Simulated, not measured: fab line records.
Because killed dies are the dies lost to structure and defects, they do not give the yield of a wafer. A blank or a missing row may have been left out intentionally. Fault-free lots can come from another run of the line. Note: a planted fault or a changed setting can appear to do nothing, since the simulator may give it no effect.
Chamber matching	flow nandHarc	rieDiel-03 running NHARC_A_CHANNEL_HOLE_D1_DESCUM_15: 4 sister chambers
The step chemistry O2, time 3 s. 4 wafers are shown with their chamber, then 12 later ones without.

## WAFERS PAIRED WITH THEIR CHAMBERS
wafer	chamber	showerheadPlenumPTorr (Torr)
L514.1	0	1.96
L515.1	3	1.97
L515.2	1	1.86
L515.3	2	1.83

## WAFERS WITHOUT THEIR CHAMBER
wafer	showerheadPlenumPTorr (Torr)
L516.4	1.97
L516.5	1.86
L516.6	1.83
L517.3	1.95
L517.5	1.83
L517.6	1.86
L518.1	1.86
L518.2	1.97
L518.6	1.97
L520.3	1.97
L520.4	1.95
L520.5	1.83

## WHICH CHAMBER EACH ONE RAN IN
wafer	from the rows above	in truth
L516.4	3	3
L516.5	1	1
L516.6	2	2
L517.3	0	0
L517.5	2	2
L517.6	1	1
L518.1	1	1
L518.2	3	3
L518.6	3	3
L520.3	3	3
L520.4	0	0
L520.5	2	2
Correctly placed: 12 of 12. Can't be placed from these rows: 0. 0 placed wrongly.
How it was worked out, from the rows above alone: a wafer's distance from a chamber is the root of the sum, over the readings, of the square of ((its reading less the chamber's mean) divided by the reading's scatter). If the next closest chamber is less than 2 further off than the closest, the wafer can't be placed; otherwise it belongs to the closest. For every chamber, the mean is computed from those of its wafers that are shown. The scatter: root of mean squared gap, hidden wafer to nearest shown wafer, with one shown wafer a chamber.
